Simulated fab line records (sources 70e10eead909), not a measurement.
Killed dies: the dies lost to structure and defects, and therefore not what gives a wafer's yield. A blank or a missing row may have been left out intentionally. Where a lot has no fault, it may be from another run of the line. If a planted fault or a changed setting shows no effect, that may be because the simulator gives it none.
fab line records ; flow nandHarc
record lots=6; wafers=18; lastDay=24
route steps=1159 shown A_CONTACT@855 END@1159
lots with no fault: from the same line, run without faults
startH: hours from the record's first day to the start of the lot's first wafer shown ; waitH: time in hours since the lot's previous step ; " as in the row above ; L1.1+2: a row that stands for several wafers ; - either no value or no given start ; * or withheld: withheld ; < > ~ a bound
route shown NAME@n: a module of which the file shows steps, and the number in the route of the first ; usual: the fault-free wafers' mean and standard deviation ; same: alike in all rows ; chamber/n: place in a boat ; sites: readings site by site ; _std_site: standard deviation across them ; _edge_site: mean of outer sites minus mean of inner sites ; radiusMm: for every site, how far away it sits from the centre of the wafer ; mask NAME#n: copy n ; behind: the most recent tool/chamber to have shaped the wafer ; hold: why the lot was held/for how many hours/how that ended ; device: names the non-switching transistor (n, p or np) ; end of line: the same wafers' tests at the end of the route ; a step given without rows: its recipe and nothing more ; killed: the dies lost at the first sort to structure and to defects; this is not the yield of the wafer ; map: the dies of a wafer, with x for killed, . for not killed, _ for no die there
set.NAME: the setting as run; set.NAME@STEP: as run at that earlier step ; model.NAME: the simulator's own value behind a step, which no gauge read
a table for each step, a row for each wafer; lots at some steps of the route
services: when a tool's chamber went out of use (startH, in hours from the record's first day, below 0 if earlier), for how many hours, and the reason
## steps
# step NHARC_A_CONTACT_OVL_MEAS_43
# usual overlayXNm=-0.1/0.93; overlayYNm=0.1/0.9
lot.wafer;tool;chamber;startH;waitH;overlayXNm;overlayYNm
L782.4;overlay-02;-;369.96;-;0.5;0.4
L782.5;overlay-02;-;369.96;-;0.6;0.8
L782.6;overlay-02;-;369.96;-;-0.6;0.6
L791.2;overlay-02;-;426.65;-;-0.7;-1.5
L791.3;overlay-02;-;426.65;-;-0.2;-0.6
L791.4;overlay-02;-;426.65;-;0.1;-0.8
L789.3;overlay-01;-;427.30;-;-0.7;-1.2
L789.4;overlay-01;-;427.30;-;-0.8;-1.5
L789.6;overlay-01;-;427.30;-;-1.5;-1.9
L797.2;overlay-01;-;470.55;-;-0.4;0.1
L797.4;overlay-01;-;470.55;-;0.2;0.3
L797.6;overlay-01;-;470.55;-;-0.3;0.8
L798.1;overlay-02;-;475.38;-;-1.4;0.6
L798.2;overlay-02;-;475.38;-;-1.4;0.3
L798.3;overlay-02;-;475.38;-;-1.2;0.0
L803.4;overlay-02;-;507.66;-;-1.9;-0.8
L803.5;overlay-02;-;507.66;-;-1.7;-0.7
L803.6;overlay-02;-;507.66;-;-1.6;-0.5
# step NHARC_A_CONTACT_INSPECT_44
# usual rawDefectCount=29/13
lot.wafer;tool;chamber;startH;waitH;rawDefectCount
L782.4;defectInspect-02;-;370.00;0.0;30
L782.5;defectInspect-02;-;370.00;0.0;36
L782.6;defectInspect-02;-;370.00;0.0;32
L791.2;defectInspect-02;-;426.69;0.0;31
L791.3;defectInspect-02;-;426.69;0.0;25
L791.4;defectInspect-02;-;426.69;0.0;31
L789.3;defectInspect-01;-;427.34;0.0;28
L789.4;defectInspect-01;-;427.34;0.0;19
L789.6;defectInspect-01;-;427.34;0.0;34
L797.2;defectInspect-02;-;470.59;0.0;56
L797.4;defectInspect-02;-;470.59;0.0;51
L797.6;defectInspect-02;-;470.59;0.0;52
L798.1;defectInspect-02;-;475.42;0.0;30
L798.2;defectInspect-02;-;475.42;0.0;24
L798.3;defectInspect-02;-;475.42;0.0;24
L803.4;defectInspect-02;-;507.70;0.0;34
L803.5;defectInspect-02;-;507.70;0.0;29
L803.6;defectInspect-02;-;507.70;0.0;36
# step NHARC_A_CONTACT_DESCUM_47
# recipe timeS=3; o2FlowSccm=200; arFlowSccm=0; biasPowerW=0; chemistry=O2
# usual drypumpMotorCurrentA=5.7/0.38; oesProductAu=1.002/0.013; rfVppV=57.8/0.89; showerheadPlenumPTorr=1.93/0.075; throttleValvePct=11.311/0.0086
# same biasPowerW=0
lot.wafer;tool;chamber;startH;waitH;drypumpMotorCurrentA;oesProductAu;rfHoursCounterH;rfVppV;showerheadPlenumPTorr;throttleValvePct
L782.4;rieDiel-13;1;370.14;0.1;5.5;0.991;16;59.4;2.00;11.314
L782.6;rieDiel-13;3;370.14;0.1;5.8;1.005;-;59.1;1.93;11.306
L782.5;rieDiel-13;0;370.14;0.1;5.7;0.990;-;58.6;1.77;11.304
L791.4;rieDiel-13;3;426.75;0.1;5.9;1.003;33;57.1;1.93;11.322
L791.3;rieDiel-13;0;426.75;0.1;5.6;1.001;33;55.4;1.77;11.306
L791.2;rieDiel-13;1;426.75;0.1;5.6;0.990;28;57.1;2.00;11.283
L789.3;rieDiel-06;3;427.39;0.1;6.4;1.000;0;57.6;1.87;11.312
L789.4;rieDiel-06;2;427.39;0.1;5.9;1.007;0;57.1;1.88;11.321
L789.6;rieDiel-06;3;427.39;0.1;6.4;1.011;-;58.5;1.87;11.310
L797.2;rieDiel-01;2;470.65;0.1;5.2;1.010;52;57.2;1.94;11.317
L797.4;rieDiel-01;1;470.65;0.1;5.0;1.028;56;57.1;1.85;11.315
L797.6;rieDiel-01;2;470.65;0.1;5.2;1.021;-;57.3;1.94;11.310
L798.2;rieDiel-01;2;475.48;0.1;5.2;1.012;52;57.3;1.94;11.311
L798.1;rieDiel-01;3;475.48;0.1;6.6;0.977;56;58.1;1.98;11.316
L798.3;rieDiel-01;1;475.48;0.1;5.0;1.020;56;57.7;1.85;11.315
L803.4;rieDiel-01;2;507.75;0.1;5.1;1.009;3;57.6;1.94;11.291
L803.6;rieDiel-01;2;507.75;0.1;5.2;1.007;-;56.0;1.94;11.313
L803.5;rieDiel-01;3;507.75;0.1;6.6;0.994;-;57.3;1.98;11.303
# step NHARC_A_CONTACT_ETCH_48
# recipe targetDepthA=390; overEtchFrac=0.3; timeS=65; ionEnergyEv=80; cf4FlowSccm=150; arFlowSccm=0; rfW=300; biasW=100; chemistry=CF4
# step NHARC_A_CONTACT_ETCH_49
# recipe targetDepthA=2600; overEtchFrac=0.3; timeS=475.3; ionEnergyEv=200; n2FlowSccm=150; h2FlowSccm=150; arFlowSccm=0; rfW=400; biasW=150; chemistry=N2/H2
# step NHARC_A_CONTACT_ETCH_50
# recipe targetDepthA=847; timeS=42.4; cf4FlowSccm=100; chf3FlowSccm=30; arFlowSccm=0; rfW=500; biasW=200; chemistry=CF4/CHF3
# usual biasW=200.0/0.57; cf4FlowSccm=100.0/0.32; drypumpMotorCurrentA=5.7/0.36; oesProductAu=0.960/0.02; rfFwdPowerW=494.3/2.2; rfVppV=371.0/2.2; showerheadPlenumPTorr=1.58/0.063; throttleValvePct=16.802/0.0092
lot.wafer;tool;chamber;startH;waitH;biasW;cf4FlowSccm;drypumpMotorCurrentA;oesProductAu;rfFwdPowerW;rfHoursCounterH;rfVppV;showerheadPlenumPTorr;throttleValvePct
L782.4;rieDiel-13;3;-;-;200.8;99.4;5.8;0.968;493.6;20;370.8;1.59;16.802
L782.6;rieDiel-13;3;-;-;200.2;99.6;5.8;0.967;491.8;-;371.8;1.59;16.801
L782.5;rieDiel-13;0;-;-;199.4;100.4;5.7;0.965;495.5;-;365.2;1.46;16.821
L791.4;rieDiel-13;0;-;-;201.0;99.9;5.6;0.949;494.8;33;367.5;1.46;16.805
L791.2;rieDiel-13;1;-;-;199.4;100.1;5.5;0.954;496.0;28;372.2;1.64;16.803
L791.3;rieDiel-13;3;-;-;199.3;100.5;5.8;0.953;494.7;33;371.6;1.59;16.796
L789.3;rieDiel-06;1;-;-;199.6;100.1;5.1;0.966;496.9;0;370.9;1.55;16.805
L789.4;rieDiel-06;2;-;-;200.1;100.0;5.9;0.958;490.1;0;369.1;1.55;16.794
L789.6;rieDiel-06;2;-;-;200.0;99.7;5.9;0.945;489.1;-;369.1;1.54;16.810
L797.4;rieDiel-13;0;471.67;-;199.5;100.2;5.7;0.996;495.8;2;374.3;1.70;16.803
L797.2;rieDiel-13;2;471.67;-;200.4;99.8;5.9;0.997;497.8;3;369.7;1.55;16.803
L797.6;rieDiel-13;3;471.67;-;200.0;100.7;5.9;1.007;492.7;-;371.6;1.58;16.819
L798.1;rieDiel-01;1;-;-;199.5;100.0;5.0;0.959;489.4;56;368.6;1.52;16.820
L798.3;rieDiel-01;2;-;-;200.5;99.8;5.2;0.941;496.0;53;371.4;1.60;16.802
L798.2;rieDiel-01;0;-;-;198.9;100.1;5.8;0.926;496.3;53;370.9;1.61;16.792
L803.4;rieDiel-01;1;-;-;200.3;100.3;5.0;0.973;491.5;4;367.9;1.52;16.780
L803.6;rieDiel-01;2;-;-;200.5;99.3;5.1;0.961;497.6;-;371.8;1.60;16.811
L803.5;rieDiel-01;3;-;-;199.6;100.4;6.5;0.942;493.1;-;372.2;1.62;16.801
# step NHARC_A_CONTACT_ETCH_51
# recipe targetDepthA=36000; overEtchFrac=0.3; timeS=936; ionEnergyEv=150; o2FlowSccm=400; cosFlowSccm=20; arFlowSccm=0; rfW=500; biasW=300; chemistry=O2/COS
# step NHARC_A_CONTACT_ETCH_111
# recipe sourceW=withheld; pressureMtorr=20; biasV=withheld; timeS=140; targetDepthA=7000; arFlowSccm=withheld; c4f8FlowSccm=withheld; o2FlowSccm=withheld; chemistry=C4F8/O2/Ar
# usual chamberPressureMTorr=20.000/0.018; oesAirLineAu=0.998/0.02
lot.wafer;tool;chamber;startH;waitH;chamberPressureMTorr;oesAirLineAu;rfHoursCounterH
L782.4;harCapEtch-03;1;371.49;-;20.004;1.023;-
L782.6;harCapEtch-03;0;371.49;-;20.028;0.982;-
L782.5;harCapEtch-03;1;371.49;-;19.990;0.973;-
L791.2;harCapEtch-02;1;428.01;-;20.004;1.009;20
L791.4;harCapEtch-02;1;428.01;-;19.998;1.024;-
L791.3;harCapEtch-02;0;428.01;-;20.002;1.019;-
L789.4;harCapEtch-01;0;428.83;-;20.016;1.023;-
L789.3;harCapEtch-01;1;428.83;-;19.981;0.978;-
L789.6;harCapEtch-01;1;428.83;-;19.984;1.014;-
L797.2;harCapEtch-02;0;472.44;-;19.980;0.977;27
L797.4;harCapEtch-02;1;472.44;-;20.015;1.006;-
L797.6;harCapEtch-02;0;472.44;-;20.017;0.973;-
L798.2;harCapEtch-02;0;476.78;-;20.016;0.995;28
L798.1;harCapEtch-02;1;476.78;-;20.007;1.007;28
L798.3;harCapEtch-02;0;476.78;-;19.983;1.011;-
L803.4;harCapEtch-02;0;509.24;-;19.966;0.988;-
L803.6;harCapEtch-02;1;509.24;-;20.006;0.983;-
L803.5;harCapEtch-02;0;509.24;-;19.996;1.009;-
# step NHARC_A_CONTACT_ETCH_112
# recipe sourceW=withheld; pressureMtorr=20; biasV=3000; timeS=94; targetDepthA=9220; arFlowSccm=withheld; c4f8FlowSccm=withheld; o2FlowSccm=withheld; chemistry=C4F8/O2/Ar
# step NHARC_A_CONTACT_ETCH_113
# recipe sourceW=withheld; pressureMtorr=20; biasV=3000; timeS=94; targetDepthA=9220; arFlowSccm=withheld; c4f8FlowSccm=withheld; o2FlowSccm=withheld; chemistry=C4F8/O2/Ar
# step NHARC_A_CONTACT_ETCH_114
# recipe sourceW=withheld; pressureMtorr=20; biasV=3000; timeS=94; targetDepthA=9220; arFlowSccm=withheld; c4f8FlowSccm=withheld; o2FlowSccm=withheld; chemistry=C4F8/O2/Ar
# usual chamberPressureMTorr=19.997/0.02; oesAirLineAu=1.001/0.023
lot.wafer;tool;chamber;startH;waitH;chamberPressureMTorr;oesAirLineAu;rfHoursCounterH
L782.4;harCapEtch-03;1;371.81;0.1;20.024;1.001;-
L782.6;harCapEtch-03;0;371.81;0.1;20.013;0.970;-
L782.5;harCapEtch-03;1;371.81;0.1;20.003;1.026;-
L791.2;harCapEtch-02;1;428.39;0.1;20.003;1.039;20
L791.4;harCapEtch-02;1;428.39;0.1;20.002;0.968;-
L791.3;harCapEtch-02;0;428.39;0.1;19.974;1.006;-
L789.4;harCapEtch-01;0;429.29;0.1;19.999;0.993;-
L789.3;harCapEtch-01;1;429.29;0.1;20.023;0.998;-
L789.6;harCapEtch-01;1;429.29;0.1;19.992;1.014;-
L797.2;harCapEtch-02;0;472.81;0.1;20.017;1.028;27
L797.4;harCapEtch-02;1;472.81;0.1;19.991;1.010;-
L797.6;harCapEtch-02;0;472.81;0.1;20.003;1.019;-
L798.2;harCapEtch-02;0;477.17;0.1;19.987;0.993;28
L798.1;harCapEtch-02;1;477.17;0.1;19.988;0.970;28
L798.3;harCapEtch-02;0;477.17;0.1;20.037;0.982;-
L803.4;harCapEtch-02;0;509.57;0.1;20.021;1.043;-
L803.6;harCapEtch-02;1;509.57;0.1;19.979;1.007;-
L803.5;harCapEtch-02;0;509.57;0.1;20.009;1.037;-
# step NHARC_A_CONTACT_ETCH_115
# recipe sourceW=withheld; pressureMtorr=20; biasV=3000; timeS=94; targetDepthA=9220; arFlowSccm=withheld; c4f8FlowSccm=withheld; o2FlowSccm=withheld; chemistry=C4F8/O2/Ar
# step NHARC_A_CONTACT_ETCH_116
# recipe sourceW=withheld; pressureMtorr=20; biasV=3000; timeS=94; targetDepthA=9220; arFlowSccm=withheld; c4f8FlowSccm=withheld; o2FlowSccm=withheld; chemistry=C4F8/O2/Ar
# usual chamberPressureMTorr=19.998/0.017; oesAirLineAu=0.995/0.019
lot.wafer;tool;chamber;startH;waitH;chamberPressureMTorr;oesAirLineAu;rfHoursCounterH
L782.4;harCapEtch-03;1;371.99;0.1;20.005;0.997;-
L782.6;harCapEtch-03;0;371.99;0.1;19.993;1.016;-
L782.5;harCapEtch-03;1;371.99;0.1;19.985;0.995;-
L791.2;harCapEtch-02;1;428.57;0.1;-;-;-
L791.4;harCapEtch-02;1;428.57;0.1;-;-;-
L791.3;harCapEtch-02;0;428.57;0.1;-;-;-
L789.4;harCapEtch-01;0;429.53;0.1;-;-;-
L789.3;harCapEtch-01;1;429.53;0.1;-;-;-
L789.6;harCapEtch-01;1;429.53;0.1;-;-;-
L797.2;harCapEtch-02;0;472.99;0.1;20.021;1.019;27
L797.4;harCapEtch-02;1;472.99;0.1;19.965;1.020;-
L797.6;harCapEtch-02;0;472.99;0.1;19.981;0.996;-
L798.2;harCapEtch-02;0;477.35;0.1;20.003;1.007;28
L798.1;harCapEtch-02;1;477.35;0.1;20.014;1.005;28
L798.3;harCapEtch-02;0;477.35;0.1;19.951;0.945;-
L803.4;harCapEtch-02;0;509.75;0.1;20.001;0.996;-
L803.6;harCapEtch-02;1;509.75;0.1;20.013;1.023;-
L803.5;harCapEtch-02;0;509.75;0.1;20.042;0.977;-
# step NHARC_A_CONTACT_ETCH_117
# recipe sourceW=withheld; pressureMtorr=20; biasV=3000; timeS=94; targetDepthA=9220; arFlowSccm=withheld; c4f8FlowSccm=withheld; o2FlowSccm=withheld; chemistry=C4F8/O2/Ar
# usual chamberPressureMTorr=20.000/0.018; oesAirLineAu=0.995/0.018
lot.wafer;tool;chamber;startH;waitH;chamberPressureMTorr;oesAirLineAu;rfHoursCounterH
L782.4;harCapEtch-03;1;372.08;0.1;19.988;0.981;-
L782.6;harCapEtch-03;0;372.08;0.1;19.983;1.025;-
L782.5;harCapEtch-03;1;372.08;0.1;19.996;1.004;-
L791.2;harCapEtch-02;1;428.66;0.1;19.976;1.000;20
L791.4;harCapEtch-02;1;428.66;0.1;19.994;1.007;-
L791.3;harCapEtch-02;0;428.66;0.1;19.985;1.001;-
L789.4;harCapEtch-01;0;429.65;0.1;20.021;0.996;-
L789.3;harCapEtch-01;1;429.65;0.1;19.991;0.989;-
L789.6;harCapEtch-01;1;429.65;0.1;19.982;0.978;-
L797.2;harCapEtch-02;0;473.08;0.1;19.989;1.028;27
L797.4;harCapEtch-02;1;473.08;0.1;19.977;0.996;-
L797.6;harCapEtch-02;0;473.08;0.1;19.992;1.006;-
L798.2;harCapEtch-02;0;477.44;0.1;20.003;0.994;28
L798.1;harCapEtch-02;1;477.44;0.1;19.991;0.997;28
L798.3;harCapEtch-02;0;477.44;0.1;19.992;0.974;-
L803.4;harCapEtch-02;0;509.84;0.1;19.981;1.013;-
L803.6;harCapEtch-02;1;509.84;0.1;19.977;1.017;-
L803.5;harCapEtch-02;0;509.84;0.1;19.994;0.986;-
# step NHARC_END_SORT_01
# recipe tempC=25
# usual killedAtArray=29/10; killedAtOther=0.7/1.1; killedAtPeriphery=3.3/2.4; killedDies=33/11; killedOpen=3.3/2; killedShort=1.9/1.3
# same grossDies=677
lot.wafer;tool;chamber;startH;waitH;hold;killedAtArray;killedAtOther;killedAtPeriphery;killedDies;killedOpen;killedShort
L782.4;prober-02;0;437.59;3.4;-;32;0;1;33;3;1
L782.5;prober-02;0;438.40;3.7;-;36;2;1;39;2;2
L782.6;prober-02;0;439.21;4.0;-;32;1;7;40;6;3
L791.2;prober-01;0;506.69;2.8;awaitDispo/2.3h/scrap;673;1;3;677;8;2
L791.3;prober-01;0;507.50;3.1;awaitDispo/2.3h/scrap;676;0;1;677;5;0
L791.4;prober-01;0;508.30;3.4;awaitDispo/2.3h/scrap;674;0;3;677;4;4
L789.3;prober-02;0;507.54;3.1;awaitDispo/2.0h/scrap;674;0;3;677;3;5
L789.4;prober-02;0;508.32;3.4;awaitDispo/2.0h/scrap;673;0;4;677;5;2
L789.6;prober-02;0;509.89;3.9;awaitDispo/2.0h/scrap;672;0;5;677;5;2
L797.2;prober-02;0;558.55;2.8;-;55;3;3;61;2;1
L797.4;prober-02;0;560.16;3.4;-;50;0;3;53;1;2
L797.6;prober-02;0;561.76;4.0;-;49;1;2;52;2;3
L803.4;prober-02;0;583.43;3.3;-;30;0;3;33;2;2
L803.5;prober-02;0;584.21;3.6;-;30;0;2;32;4;1
L803.6;prober-02;0;584.99;3.9;-;32;0;2;34;0;1
# killed by level:class
L782.4 A_SLIT:chamberFilmFlake=11 A_CHANNEL_HOLE_D1:chamberFilmFlake=10 A_STAIRCASE:chamberFilmFlake=3 A_CONTACT:geometricParticle:open=2 A_CONTACT:chamberFilmFlake=2 A_BONDPAD:chamberFilmFlake=2 P_CONTACT:geometricParticle:open=1 A_CHANNEL_FILL_D1:geometricParticle:short=1
L782.5 A_SLIT:chamberFilmFlake=12 A_CHANNEL_HOLE_D1:chamberFilmFlake=11 A_WL_FILL:chamberFilmFlake=4 A_STAIRCASE:chamberFilmFlake=3 A_ONON_D1:geometricParticle:short=1 A_CHANNEL_FILL_D1:geometricParticle:short=1 A_CONTACT:geometricParticle:open=1 STARTING-WAFER:geometricParticle:open=1
L782.6 A_CHANNEL_HOLE_D1:chamberFilmFlake=11 A_SLIT:chamberFilmFlake=8 A_STAIRCASE:chamberFilmFlake=3 A_ONON_D1:geometricParticle:open=2 A_CHANNEL_FILL_D1:geometricParticle:short=2 P_STI:chamberFilmFlake=2 A_WL_FILL:chamberFilmFlake=2 P_CONTACT:geometricParticle:open=1
L791.2 A_CONTACT:areaEtch=633 A_CHANNEL_HOLE_D1:chamberFilmFlake=21 A_CONTACT:chamberFilmFlake=6 A_CONTACT:geometricParticle:open=4 A_STAIRCASE:chamberFilmFlake=4 P_ZERO_WELL:chamberFilmFlake=2 P_CONTACT:geometricParticle:open=1 A_ONON_D1:geometricParticle:open=1
L791.3 A_CONTACT:areaEtch=643 A_CHANNEL_HOLE_D1:chamberFilmFlake=18 A_STAIRCASE:chamberFilmFlake=5 A_CONTACT:chamberFilmFlake=5 A_CHANNEL_FILL_D1:geometricParticle:open=2 A_CONTACT:geometricParticle:open=2 A_ONON_D1:geometricParticle:open=1 P_STI:chamberFilmFlake=1
L789.3 A_CONTACT:areaEtch=644 A_CHANNEL_HOLE_D1:chamberFilmFlake=18 A_STAIRCASE:chamberFilmFlake=2 A_CONTACT:chamberFilmFlake=2 P_M0:geometricParticle:short=1 A_ONON_D1:geometricParticle:short=1 A_CHANNEL_FILL_D1:geometricParticle:short=1 A_WL_FILL:geometricParticle:short=1
L791.4 A_CONTACT:areaEtch=643 A_CHANNEL_HOLE_D1:chamberFilmFlake=18 A_STAIRCASE:chamberFilmFlake=4 A_M0:geometricParticle:open=2 P_M0:geometricParticle:short=1 A_ONON_D1:geometricParticle:open=1 A_ONON_D1:geometricParticle:short=1 A_CHANNEL_HOLE_D1:geometricParticle:short=1
L789.4 A_CONTACT:areaEtch=646 A_CHANNEL_HOLE_D1:chamberFilmFlake=14 A_CONTACT:chamberFilmFlake=5 A_WL_FILL:geometricParticle:open=2 P_STI:chamberFilmFlake=2 A_WL_FILL:chamberFilmFlake=2 P_M0:geometricParticle:open=1 P_M0:geometricParticle:short=1
L789.6 A_CONTACT:areaEtch=641 A_CHANNEL_HOLE_D1:chamberFilmFlake=17 A_STAIRCASE:chamberFilmFlake=6 P_CONTACT:geometricParticle:open=2 A_CONTACT:geometricParticle:open=2 P_STI:chamberFilmFlake=2 A_CONTACT:chamberFilmFlake=2 A_WL_FILL:geometricParticle:short=1
L797.2 A_CHANNEL_HOLE_D1:chamberFilmFlake=30 A_SLIT:chamberFilmFlake=17 A_CONTACT:chamberFilmFlake=3 THIN_TSV:chamberFilmFlake=3 P_M2:chamberFilmFlake=2 A_STAIRCASE:chamberFilmFlake=2 P_M0:geometricParticle:open=1 A_CHANNEL_HOLE_D1:geometricParticle:short=1
L797.4 A_CHANNEL_HOLE_D1:chamberFilmFlake=25 A_SLIT:chamberFilmFlake=15 A_CONTACT:chamberFilmFlake=7 P_M0:geometricParticle:open=1 A_CHANNEL_FILL_D1:geometricParticle:short=1 A_M0:geometricParticle:short=1 P_STI:chamberFilmFlake=1 P_M2:chamberFilmFlake=1
L797.6 A_SLIT:chamberFilmFlake=21 A_CHANNEL_HOLE_D1:chamberFilmFlake=17 A_CONTACT:chamberFilmFlake=5 P_M0:geometricParticle:short=1 A_ONON_D1:geometricParticle:short=1 A_WL_FILL:geometricParticle:short=1 A_CONTACT:geometricParticle:open=1 A_BLC:geometricParticle:open=1
L803.4 A_SLIT:chamberFilmFlake=18 A_CHANNEL_HOLE_D1:chamberFilmFlake=3 A_CONTACT:chamberFilmFlake=3 A_WL_FILL:chamberFilmFlake=2 P_CONTACT:geometricParticle:short=1 A_SOURCE_PLATE:geometricParticle:short=1 A_ONON_D1:geometricParticle:open=1 A_M1:geometricParticle:open=1
L803.5 A_SLIT:chamberFilmFlake=14 A_CHANNEL_HOLE_D1:chamberFilmFlake=5 A_CONTACT:geometricParticle:open=3 P_ZERO_WELL:chamberFilmFlake=2 A_STAIRCASE:chamberFilmFlake=2 A_WL_FILL:chamberFilmFlake=2 A_CONTACT:chamberFilmFlake=2 A_M0:geometricParticle:short=1
L803.6 A_SLIT:chamberFilmFlake=20 A_STAIRCASE:chamberFilmFlake=4 A_CHANNEL_HOLE_D1:chamberFilmFlake=3 P_ZERO_WELL:chamberFilmFlake=2 A_CHANNEL_FILL_D1:chamberFilmFlake=2 A_CHANNEL_FILL_D1:geometricParticle:short=1 A_WL_FILL:chamberFilmFlake=1 A_CONTACT:chamberFilmFlake=1
# map L789.3 (x killed, . not)
____________x____________
_________xxxxxxx_________
_______xxxxxxxxxxx_______
______xxxxxxxxxxxxx______
_____xxxxxxxxxxxxxxx_____
____xxxxxxxxxxxxxxxxx____
____xxxxxxxxxxxxxxxxx____
___xxxxxxxxxxxxxxxxxxx___
___xxxxxxxxxxxxxxxxxxx___
__xxxxxxxxxxxxxxxxxxxxx__
__xxxxxxxxxxxxxxxxxxxxx__
_xxxxxxxxxxxxxxxxxxxxxxx_
_xxxxxxxxxxxxxxxxxxxxxxx_
_xxxxxxxxxxxxxxxxxxxxxxx_
_xxxxxxxxxxxxxxxxxxxxxxx_
_xxxxxxxxxxxxxxxxxxxxxxx_
xxxxxxxxxxxxxxxxxxxxxxxxx
xxxxxxxxxxxxxxxxxxxxxxxxx
xxxxxxxxxxxxxxxxxxxxxxxxx
xxxxxxxxxxxxxxxxxxxxxxxxx
xxxxxxxxxxxxxxxxxxxxxxxxx
_xxxxxxxxxxxxxxxxxxxxxxx_
_xxxxxxxxxxxxxxxxxxxxxxx_
_xxxxxxxxxxxxxxxxxxxxxxx_
_xxxxxxxxxxxxxxxxxxxxxxx_
_xxxxxxxxxxxxxxxxxxxxxxx_
__xxxxxxxxxxxxxxxxxxxxx__
__xxxxxxxxxxxxxxxxxxxxx__
___xxxxxxxxxxxxxxxxxxx___
___xxxxxxxxxxxxxxxxxxx___
____xxxxxxxxxxxxxxxxx____
____xxxxxxxxxxxxxxxxx____
_____xxxxxxxxxxxxxxx_____
______xxxxxxxxxxxxx______
_______xxxxxxxxxxx_______
_________xxxxxxx_________
____________x____________
# map L791.2 (x killed, . not)
____________x____________
_________xxxxxxx_________
_______xxxxxxxxxxx_______
______xxxxxxxxxxxxx______
_____xxxxxxxxxxxxxxx_____
____xxxxxxxxxxxxxxxxx____
____xxxxxxxxxxxxxxxxx____
___xxxxxxxxxxxxxxxxxxx___
___xxxxxxxxxxxxxxxxxxx___
__xxxxxxxxxxxxxxxxxxxxx__
__xxxxxxxxxxxxxxxxxxxxx__
_xxxxxxxxxxxxxxxxxxxxxxx_
_xxxxxxxxxxxxxxxxxxxxxxx_
_xxxxxxxxxxxxxxxxxxxxxxx_
_xxxxxxxxxxxxxxxxxxxxxxx_
_xxxxxxxxxxxxxxxxxxxxxxx_
xxxxxxxxxxxxxxxxxxxxxxxxx
xxxxxxxxxxxxxxxxxxxxxxxxx
xxxxxxxxxxxxxxxxxxxxxxxxx
xxxxxxxxxxxxxxxxxxxxxxxxx
xxxxxxxxxxxxxxxxxxxxxxxxx
_xxxxxxxxxxxxxxxxxxxxxxx_
_xxxxxxxxxxxxxxxxxxxxxxx_
_xxxxxxxxxxxxxxxxxxxxxxx_
_xxxxxxxxxxxxxxxxxxxxxxx_
_xxxxxxxxxxxxxxxxxxxxxxx_
__xxxxxxxxxxxxxxxxxxxxx__
__xxxxxxxxxxxxxxxxxxxxx__
___xxxxxxxxxxxxxxxxxxx___
___xxxxxxxxxxxxxxxxxxx___
____xxxxxxxxxxxxxxxxx____
____xxxxxxxxxxxxxxxxx____
_____xxxxxxxxxxxxxxx_____
______xxxxxxxxxxxxx______
_______xxxxxxxxxxx_______
_________xxxxxxx_________
____________x____________
## services
tool;chamber;startH;hours;kind
rieDiel-01;0;348.77;-;clean
rieDiel-01;1;348.77;-;clean
rieDiel-01;2;348.77;-;clean
rieDiel-01;3;348.77;-;clean
rieDiel-13;2;355.42;3.8;repair
rieDiel-13;0;358.79;-;clean
rieDiel-13;1;358.79;-;clean
rieDiel-13;3;358.79;-;clean
rieDiel-01;0;373.31;-;clean
rieDiel-01;1;373.31;-;clean
rieDiel-01;2;373.31;-;clean
rieDiel-01;3;373.31;-;clean
rieDiel-13;0;383.29;-;clean
rieDiel-13;1;383.29;-;clean
rieDiel-13;1;390.38;7.0;repair
rieDiel-01;0;397.52;9.4;repair
rieDiel-06;-;418.30;9.0;pm
rieDiel-01;2;436.81;3.8;repair
rieDiel-01;3;442.06;2.8;repair
rieDiel-13;1;443.64;8.4;repair
rieDiel-13;-;453.03;9.0;pm
rieDiel-01;-;471.56;2.4;repair
rieDiel-01;3;487.87;8.2;repair
rieDiel-01;-;491.80;9.0;pm
## key
firstSign step=NHARC_A_CONTACT_ETCH_116; reading=toolRecord; direction=missing
effect step=NHARC_END_SORT_01; reading=killedAtArray; direction=up; sigmas=63; usual=29; struck=674
moreKillsBornAt NHARC_A_CONTACT_ETCH_116@harCapEtch-01=1931; NHARC_A_CONTACT_ETCH_116@harCapEtch-02=1919
metAt NHARC_A_CONTACT_ETCH_116
struckWafers L789.3,L789.4,L789.6,L791.2,L791.3,L791.4
laterRowsLeftOut L789.3,L789.4,L789.6,L791.2,L791.3,L791.4
testerLeftOut L789,L791
fault kind=skippedStepWhole; tool=harCapEtch-01,harCapEtch-02; chamber=-; onsetH=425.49; steps=NHARC_A_CONTACT_ETCH_116; scope=struckLotsOnly
# testerLeftOut: of these lots the tester's yield and bins aren't shown, on N5 and GAA mostly nor the transistor test; their killed dies are dies lost to structure and defects alone, not to doping, threshold or leakage, so they don't give the yield
# laterRowsLeftOut: the simulator's readings of these wafers behind a module that went badly wrong aren't trusted and aren't shown, but for the sort
